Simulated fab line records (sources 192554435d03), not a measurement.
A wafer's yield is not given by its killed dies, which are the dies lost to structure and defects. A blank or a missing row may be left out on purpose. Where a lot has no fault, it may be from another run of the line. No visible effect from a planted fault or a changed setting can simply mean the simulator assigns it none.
Struck lot and sound lot, side by side -- flow n5_finfet -- 43 out of 1938 route steps
Sound: these wafers, L183.2, L183.6. Struck: wafers L193.2, L193.5, L193.6. The cause comes at the end.
At each step with rows: each side's tool, then ch and its chambers, then its first start. Under that, the readings that differ: sound wafers -- struck wafers -- difference of the means -- sigmas: that difference in standard deviations of wafers without a fault.
alike: words and numbers the same on both sides, and readings whose means are apart by under 2 such deviations; not compared: readings that were withheld, readings missing a value for some wafer, numbers with overlapping values and no deviation given by the record, and bounds like >300 which may hide the same value.
A row with sigmas, a row that says differs or no value, or rows on one side alone: a step with any of these is where the two part. Non-overlapping numbers with no deviation appear without sigmas and do not part them. A reading that every wafer of one side lacks parts them only if that side has two wafers or more.

first, 4 steps without rows for these wafers: N5_BEOL_M3_ETCH_77 (etches underlayer in N2/H2, target depth 6.5 nm, time 5.2 s); N5_BEOL_M3_ETCH_69 (etches SiARC in CF4, target depth 15.6 nm, time 26 s); N5_BEOL_M3_ALD_98 (deposits SiO2, target thk 2.5 nm, pulse time 1 s, co reactant pulse time 1 s); N5_BEOL_M3_ETCHBACK_99 (etches SiO2 in CHF3, target depth 5 nm, time 10.4 s).
N5_BEOL_M3_ETCH_70: etches SOC in N2/H2, target depth 80 nm, overetch 16 nm, time 120 s.
  sound on rie_diel-06 ch 1,3, day 8 16:29; struck on rie_diel-02 ch 1,2, day 11 19:11
  alike: chamber_pressure_mTorr, drypump_motor_current_A, oes_product_au, rf_fwd_power_W, rf_vpp_V, showerhead_plenum_p_Torr, throttle_valve_pct
  not compared: rf_hours_counter_h
then, 2 steps without rows for these wafers: N5_BEOL_M3_STRIP_71 (strips in N2/H2); N5_BEOL_M3_STRIP_78 (strips in N2/H2).
N5_BEOL_M3_VIA_ETCH_34: etches the open film in C4F6/O2, target depth 69.4 nm, time 65.9 s.
  sound on rie_diel-06 ch 1,3, day 8 16:35; struck on rie_diel-02 ch 1,2, day 11 19:17
  alike: chamber_pressure_mTorr, drypump_motor_current_A, oes_f_703_au, oes_product_au, rf_fwd_power_W, rf_vpp_V, showerhead_plenum_p_Torr, throttle_valve_pct
  not compared: rf_hours_counter_h
then, 4 steps without rows for these wafers: N5_BEOL_M3_STRIP_83 (strips in C4F6/O2); N5_BEOL_M3_STRIP_36 (strips in N2/H2); N5_BEOL_M3_TRENCH_ETCH_37 (etches SiOC in C4F6/O2, target depth 55.555 nm, time 29.2 s); N5_BEOL_M3_ETCH_41 (etches SiCN in CH3F/O2, target depth 29.9 nm, time 52.5 s).
N5_BEOL_M3_STRIP_97: strips in N2/H2, time 10 s.
  sound on rie_diel-06 ch 1,3, day 8 16:46; struck on rie_diel-02 ch 1,2, day 11 19:28
  alike: chamber_pressure_mTorr, drypump_motor_current_A, oes_product_au, rf_vpp_V, showerhead_plenum_p_Torr, throttle_valve_pct
  not compared: rf_hours_counter_h
N5_BEOL_M3_OCD_MEAS_38:
  sound: ocd-02 at day 8 16:50; struck: ocd-02 at day 11 19:32
  alike: trench_depth_nm
then, 4 steps without rows for these wafers: N5_BEOL_M3_HM_STRIP_39 (strips TiN in peroxide tin strip, target depth 25 nm, time 158 s); N5_BEOL_M3_SRD_40 (time 30 s); N5_BEOL_M3_PRECLEAN_42 (cleans in residue remover, time 60 s); N5_BEOL_M3_SRD_43 (time 30 s).
N5_BEOL_M3_CD_MEAS_35: target cd 18 nm, target cd y 21 nm.
  sound: cd_sem-01 at day 8 16:59; struck: cd_sem-01 at day 11 19:42
  alike: cd_nm
then, 7 steps without rows for these wafers: N5_BEOL_M3_DEGAS_44 (time 60 s); N5_BEOL_M3_PRE_CLEAN_45 (time 30 s); N5_BEOL_M3_ALD_84 (deposits TaN, pulse time 2 s, purge time 3 s, co reactant purge time 2 s); N5_BEOL_M3_SURFACE_TREAT_85; N5_BEOL_M3_CVD_47 (deposits Co from CCTBA/H2, target thk 3 nm, time 223.8 s); N5_BEOL_M3_SPUTTER_48 (material Cu, target thk 4.5 nm, time 8.29 s); N5_BEOL_M3_ANNEAL_49 (time 240 s).
N5_BEOL_M3_SPUTTER_79: material Cu, target thk 4.5 nm, time 8.29 s.
  sound: pvd_sputter-02 at day 8 19:26; struck: pvd_sputter-01 at day 11 21:50
  alike: chamber_pressure_pa, throttle_valve_pct
then, 8 steps without rows for these wafers: N5_BEOL_M3_ANNEAL_80 (time 240 s); N5_BEOL_M3_SPUTTER_81 (material Cu, target thk 4.5 nm, time 8.29 s); N5_BEOL_M3_ANNEAL_82 (time 240 s); N5_BEOL_M3_SPUTTER_86 (material Cu, target thk 4.5 nm, time 8.29 s); N5_BEOL_M3_ANNEAL_87 (time 240 s); N5_BEOL_M3_SPUTTER_88 (material Cu, target thk 4.5 nm, time 8.29 s); N5_BEOL_M3_ANNEAL_89 (time 240 s); N5_BEOL_M3_SPUTTER_90 (material Cu, target thk 4.5 nm, time 8.29 s).
N5_BEOL_M3_ANNEAL_91: time 240 s.
  sound: pvd_sputter-02 at day 8 20:23; struck: pvd_sputter-01 at day 11 22:47
  alike: heater_power_w
then, 1 step without rows for these wafers: N5_BEOL_M3_SPUTTER_92 (material Cu, target thk 4.5 nm, time 8.29 s).
N5_BEOL_M3_ANNEAL_93: time 240 s.
  sound: pvd_sputter-02 at day 8 20:37; struck: pvd_sputter-01 at day 11 23:01
  alike: heater_power_w
then, 4 steps without rows for these wafers: N5_BEOL_M3_SPUTTER_94 (material Cu, target thk 4.5 nm, time 8.29 s); N5_BEOL_M3_ANNEAL_95 (time 240 s); N5_BEOL_M3_SPUTTER_96 (material Cu, target thk 4.5 nm, time 8.29 s); N5_BEOL_M3_ECD_50 (material Cu, target thk 300 nm).
-- here the record skips 6 days between the struck wafers' starts before and after, leaving off in module BEOL_M3 and picking up in module PASSIVATION (first step shown: number 1936 of the route) --
N5_PASSIVATION_PROBE_49:
  sound: prober-02 at day 14 07:20; struck: prober-01 at day 17 13:59
reading,sound,struck,difference,sigmas
defect_limited_yield (%),90.9 90.9,87.7 89.4 83.1,-4.2,-3
killed_at_M0_to_M3,42 45,88 77 149,+61,+7
killed_dies,107 107,145 125 199,+49,+3
killed_on_rim,12 11,26 19 29,+13,+3
sort_bin_4_leakage (%),0 0,0 0.08 0,+0,+3
sort_bin_5_function (%),5.8 5.7,6.8 7.5 11.1,+2.7,+3
sort_n_pass,1073 1073,1035 1054 981,-50,-3
sort_yield_pct (%),90.9 90.9,87.7 89.3 83.1,-4.2,-3
  alike: killed_at_M4_up, killed_at_contacts, killed_at_front_end, killed_at_other, killed_open, killed_short, sort_bin_6_memory

## WHERE THEY PART
At N5_PASSIVATION_PROBE_49 and nowhere else, as far as this record goes.

WHY: what had been put in by the simulator
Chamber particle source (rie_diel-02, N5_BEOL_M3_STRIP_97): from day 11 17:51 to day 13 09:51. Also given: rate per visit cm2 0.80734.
